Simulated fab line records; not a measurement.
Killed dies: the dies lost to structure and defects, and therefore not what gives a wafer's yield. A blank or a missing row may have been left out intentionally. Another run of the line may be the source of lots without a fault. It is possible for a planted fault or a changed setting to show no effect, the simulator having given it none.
The tool behind it: which one? | flow nand harc | Sampling: 6 lots, 18 wafers, 4 of 1159 route steps

== WHAT EACH GAUGE READ, for each wafer ==
NHARC_END_SORT_01.
lot  | measured     | on        | killed at periphery
L232 | day 19 14:07 | prober-02 | 4 8 6
L238 | day 21 04:43 | prober-01 | 2 8 6
L240 | day 21 12:50 | prober-01 | 6 5 5
L244 | day 22 13:32 | prober-02 | 647 640 645
L250 | day 23 22:16 | prober-01 | 6 2 6
L253 | day 24 06:50 | prober-01 | 8 3 3

== WHICH TOOL RAN EACH LOT (tool, then ch and the chambers of the sampled wafers, then the start) ==
lot  | NHARC_P_M2_PVD_21            | NHARC_P_M2_DEP_33              | NHARC_P_BONDPAD_CMP_32
L232 | pvd sputter-02, day 6 15:02  | pecvd-04 ch 0,1,2, day 6 16:51 | cmp-04 ch 2,3, day 6 17:38
L238 | pvd sputter-02, day 8 04:53  | pecvd-03 ch 1,2, day 8 06:22   | cmp-01 ch 0,1,2, day 8 07:29
L240 | pvd sputter-03, day 8 16:44  | pecvd-03 ch 0,1,2, day 8 18:48 | cmp-02 ch 0,1,2, day 8 19:35
L244 | pvd sputter-01, day 9 16:35  | pecvd-02 ch 0,2, day 9 18:03   | -
L250 | pvd sputter-03, day 11 03:46 | pecvd-03 ch 0,1, day 11 06:31  | cmp-01 ch 0,1,2, day 11 07:27
L253 | pvd sputter-02, day 11 16:41 | pecvd-03 ch 1,2, day 11 18:21  | cmp-04 ch 0,2, day 11 19:07
- NHARC_P_M2_PVD_21: deposits Cu, target thk 30 nm, time 20.49 s.
- NHARC_P_M2_DEP_33: deposits SiCN, target thk 30 nm.
- NHARC_P_BONDPAD_CMP_32: polishes SiCN, target thk 200 nm.

== THE ANSWER, worked out from the rows above alone ==
Rule: usual is defined by the lots themselves. The widest of any qualifying gaps counts: lots, ordered by their means at a reading, are off when they make up no more than a third of the lots, leave a main group of 4 or more, and stand apart from it by 3 or more times the standard deviation of that group's means. Not used: any main group whose means are identical at the precision the tables above print for the reading. Also off: a lot with no number at a reading for which 4 or more lots have one. Where the step has rows for the other lots, those lots are counted as sound.
Off at NHARC_END_SORT_01 (killed at periphery): L244. For the main group the mean is 5.2 and the standard deviation 0.5.
A tool fits if, at a process step before that reading, it ran every lot that is off, and no sound lot after the first of them. The gauges at NHARC_END_SORT_01 are tried like those tools. Can't be told from this: 3 tools fit, pvd sputter-01 at NHARC_P_M2_PVD_21, pecvd-02 at NHARC_P_M2_DEP_33, prober-02 at NHARC_END_SORT_01.

== WHAT WAS PUT IN BY THE SIMULATOR ==
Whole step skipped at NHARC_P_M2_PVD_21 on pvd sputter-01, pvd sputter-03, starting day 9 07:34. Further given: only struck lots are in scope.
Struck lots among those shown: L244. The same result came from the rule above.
